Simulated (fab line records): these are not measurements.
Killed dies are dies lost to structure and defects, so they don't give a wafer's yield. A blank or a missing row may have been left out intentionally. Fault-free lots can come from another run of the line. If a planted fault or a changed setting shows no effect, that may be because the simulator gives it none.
Struck lot and sound lot, side by side -- flow n5-finfet -- 15 out of 1938 route steps
Sound: the wafers L815.1, L815.2, L815.3. Struck: wafer L829.4. (L829.2, L829.5 of the same lot were not struck and are left out.) The cause comes at the end.
For every step that has rows: the tool of each side, followed by ch and its chambers, followed by its first start. Under that, the readings that differ: sound wafers -- struck wafers -- difference of the means -- sigmas: that difference in standard deviations of wafers without a fault.
alike: readings with means less than 2 such deviations apart, plus words and numbers identical on both sides. not compared: withheld readings, readings lacking a value on some wafer, bounds such as >300 that could conceal the same value, and numbers that have no deviation in the record and whose values overlap.
The two part at a step that has a row with sigmas, a row that says differs or no value, or rows on one side only. Numbers that have no deviation but don't overlap get no sigmas and don't part them. A reading that every wafer of one side lacks parts them only if that side has two wafers or more.

first, 8 steps without rows for these wafers: N5_MIM_TOP_LITHO_HMDS_01 (time 60 s); N5_MIM_TOP_LITHO_COAT_02; N5_MIM_TOP_LITHO_EBR_04; N5_MIM_TOP_LITHO_SOFTBAKE_03 (time 90 s); N5_MIM_TOP_LITHO_EXPOSE_05 (exposes mask MIM TOP, target cd 2000 nm); N5_MIM_TOP_LITHO_PEB_06; N5_MIM_TOP_LITHO_DEVELOP_07 (develop time 60 s); N5_MIM_TOP_LITHO_HARDBAKE_09 (time 120 s).
N5_MIM_TOP_LITHO_CD_MEAS_08: target cd 2000 nm.
  sound on cd-sem-02 ch 0, day 11 14:46; struck on cd-sem-01 ch 0, day 15 11:16
  alike: cd-nm
N5_MIM_TOP_LITHO_OVL_MEAS_11:
  sound on overlay-01 ch 0, day 11 14:48; struck on overlay-01 ch 0, day 15 11:18
  alike: MIM_TOP_OVL
N5_MIM_TOP_LITHO_INSPECT_12: inspects for defects (macro).
  sound on defect-inspect-01, day 11 14:50; struck on defect-inspect-02, day 15 11:20
  alike: raw-defect-count
N5_MIM_TOP_LITHO_DESCUM_10: chemistry O2, time 7.9 s.
  sound on rie-diel-05 ch 1,2,3, day 11 14:52; struck on rie-diel-04 ch 3, day 15 11:22
  alike: drypump-motor-current-A, oes-product-au, rf-vpp-V, showerhead-plenum-p-Torr, throttle-valve-pct
  not compared: rf-hours-counter-h
N5_MIM_TOP_ETCH_ETCH_00: etches TiN in Cl2/BCl3, target depth 38.5 nm.
  sound on rie-metal-02 ch 0,1, day 11 14:59; struck on rie-metal-02 ch 1, day 15 11:27
reading,sound,struck,difference,sigmas
mfc-cl2-sccm (sccm),53.39 53.32 53.31,73.06,+19.72,+99 or more
throttle-valve-pct (%),22.9 22.2 22.2,25.1,+2.7,+7
  alike: bcl3-flow-sccm, drypump-motor-current-A, oes-product-au
  not compared: rf-hours-counter-h
N5_MIM_TOP_ETCH_STRIP_01: strips in O2.
  sound on rie-diel-06 ch 0,2,3, day 11 15:08; struck on rie-diel-06 ch 0, day 15 11:39
  alike: drypump-motor-current-A, oes-product-au, rf-vpp-V, showerhead-plenum-p-Torr, throttle-valve-pct
  not compared: rf-hours-counter-h
next, for these wafers, 1 step has no rows: N5_PASSIVATION_PROBE_49.

## WHERE THEY PART
Within this record, at N5_MIM_TOP_ETCH_ETCH_00 only. Later steps at which nothing parts them and some readings are alike: N5_MIM_TOP_ETCH_STRIP_01.

WHY: whatever the simulator had introduced
rie-metal-02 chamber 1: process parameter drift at N5_MIM_TOP_ETCH_ETCH_00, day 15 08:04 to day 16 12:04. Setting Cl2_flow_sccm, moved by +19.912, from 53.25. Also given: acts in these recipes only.
